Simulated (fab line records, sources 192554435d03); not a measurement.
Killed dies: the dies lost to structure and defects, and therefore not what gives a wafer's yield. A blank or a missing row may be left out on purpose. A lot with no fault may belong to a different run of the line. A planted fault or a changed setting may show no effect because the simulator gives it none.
Chamber matching + flow n5 finfet + ald metal-04 running N5_BEOL_M1_ALD_84: 4 sister chambers
The step deposits TaN, pulse time 2 s, purge time 3 s, co reactant purge time 2 s. 4 wafers are shown with their chamber, then 8 later ones without.

## EACH WAFER AND ITS CHAMBER
| wafer  | chamber | heater power w (W) |
|--------|---------|--------------------|
| L088.1 | 3       | 380                |
| L088.2 | 1       | 514                |
| L088.4 | 0       | 340                |
| L090.2 | 2       | 410                |

## WAFERS WITHOUT THEIR CHAMBER
| wafer  | heater power w (W) |
|--------|--------------------|
| L090.3 | 340                |
| L090.6 | 381                |
| L092.1 | 506                |
| L092.2 | 377                |
| L092.6 | 419                |
| L093.3 | 411                |
| L093.4 | 373                |
| L093.5 | 502                |

## WHICH CHAMBER EACH ONE RAN IN
| wafer  | from the rows above | in truth |
|--------|---------------------|----------|
| L090.3 | 0                   | 0        |
| L090.6 | 3                   | 3        |
| L092.1 | 1                   | 1        |
| L092.2 | 3                   | 3        |
| L092.6 | 2                   | 2        |
| L093.3 | 2                   | 2        |
| L093.4 | 3                   | 3        |
| L093.5 | 1                   | 1        |
Placed correctly: 8 of 8. Number that these rows cannot place: 0. Number placed wrongly: 0.
How it was worked out, from the rows above alone: a wafer's distance from a chamber is the root of the sum, over the readings, of the square of ((its reading less the chamber's mean) divided by the reading's scatter). The wafer belongs to the nearest chamber; if the next one is less than 2 further off, it can't be placed. A chamber's mean is the mean of its shown wafers. The scatter: with one shown wafer a chamber, the root of the mean of the squares of how far each hidden wafer lies from its nearest shown one.
